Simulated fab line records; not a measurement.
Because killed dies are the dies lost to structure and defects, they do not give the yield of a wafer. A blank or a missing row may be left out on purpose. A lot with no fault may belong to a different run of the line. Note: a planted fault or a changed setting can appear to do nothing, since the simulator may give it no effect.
Problem report, 8D (eight disciplines) form, completed by code -- flow n5_finfet -- the parts of the form that need people (team, actions taken, sign-off) are left out

== 1. WHAT IS WRONG ==
N5_BEOL_M5_OCD_MEAS_38, trench_depth_nm: mean 108.4 nm on 2 wafers (1 lot); fault-free wafers 71.5 nm, standard deviation 1.3. That is +28 standard deviations from the usual mean.
Seen first at day 12 11:40 on ocd-01, wafer L796.1. Wafers with a number at this step in the record: 9, from 3 lots. Rule for "out" (also "out of limits"): further than 4 standard deviations from the usual mean. The other wafers with a number count as sound.

== 2. WHAT IT IS AND WHAT IT IS NOT ==
question,is,is not
which readings at this step,trench_depth_nm,-
which lots,L796,"L783, L801"
which wafers of those lots,"L796.1, L796.5",L796.2
read on which gauges,ocd-01,-
when,from day 12 11:40,up to then (4 sound wafers); but 3 sound wafers of L801 came after

== 3. SUSPECTS, AND WHAT RULES EACH OUT ==
Counting: a tool at a process step up to the reading stays a suspect if it ran every lot that is out. Sound lots after the first of them don't rule it out here, since some wafers of a struck lot are sound.
- the gauge at N5_BEOL_M5_OCD_MEAS_38: ruled out. All the wafers that are out were read on ocd-01, but those of them that N5_BEOL_M5_TRENCH_ETCH_37 has rows for are out there too, on other tools.
- rie_diel-05 at N5_BEOL_M5_TRENCH_ETCH_37 (etches SiCOH lowk in C4F6/O2, target depth 71.652 nm, time 24.7 s): kept. L796, the lot that is out, went through it at day 12 11:30; up to then, the latest sound lot through it was L783 at day 8 16:16. Out on those wafers are its own readings of run_length_s.
- The sound lot-mates ran in chamber 1 of rie_diel-05 at N5_BEOL_M5_TRENCH_ETCH_37, but the wafers that are out ran in chamber 0.
The count leaves rie_diel-05 at N5_BEOL_M5_TRENCH_ETCH_37.

== 4. THE CAUSE (what the simulator had put in) ==
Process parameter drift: rie_diel-05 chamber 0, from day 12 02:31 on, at N5_BEOL_M5_TRENCH_ETCH_37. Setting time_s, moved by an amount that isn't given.
Counting left only this tool.

== 5. THE EFFECT CHAIN, in route order ==
Each row: a reading where the mean over the struck wafers with a number is more than 3 standard deviations away from the usual. Only readings whose record carries a usual standard deviation are examined. hours: median over the lots of the time between each lot's start at the first step of this table that gives one and its start at this step. sigmas: the change, counted in usual standard deviations.
hours,step,reading,usual,on struck wafers,change,sigmas
0,N5_BEOL_M5_TRENCH_ETCH_37,run_length_s,48.3 s,60.7,+12.4,+30
0,N5_BEOL_M5_OCD_MEAS_38,trench_depth_nm,71.5 nm,108.4,+36.9,+28
8,N5_BEOL_M5_THK_MEAS_53,M5_THK,62.8 nm,101.6,+38.8,+22
9,N5_BEOL_M5_RS_MEAS_57,M5_RS,0.385 ohm/sq,0.219,-0.166,-13
88,N5_BEOL_M15_RC_MEAS_101,SERP_M5,38.5 ohm/um,22.3,-16.2,-9.5
88,N5_BEOL_M15_RC_MEAS_101,SERP_M5_max_site,40.1 ohm/um,22.9,-17.2,-9.6
102,N5_PASSIVATION_PROBE_49,killed_at_M4_up,13,50,+38,+6.5
Here are the process steps it includes:
- N5_BEOL_M5_TRENCH_ETCH_37: etches SiCOH lowk in C4F6/O2, target depth 71.652 nm, time 24.7 s.
- N5_PASSIVATION_PROBE_49

== 6. WHAT WOULD HAVE CAUGHT IT SOONER ==
Counted from the fault's start at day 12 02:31, it took 9 hours until the first out-of-limits reading at a measuring or inspecting step in this record, taken at day 12 11:40.
The tool's own readings at N5_BEOL_M5_TRENCH_ETCH_37 were out on every struck wafer that the step has a row for (run_length_s): an alarm limit on them would have fired on the first of those.
All the lots that are out (1) had begun N5_BEOL_M5_TRENCH_ETCH_37 on rie_diel-05 by day 12 11:40. A hold on the tool at that time would have spared none of them.
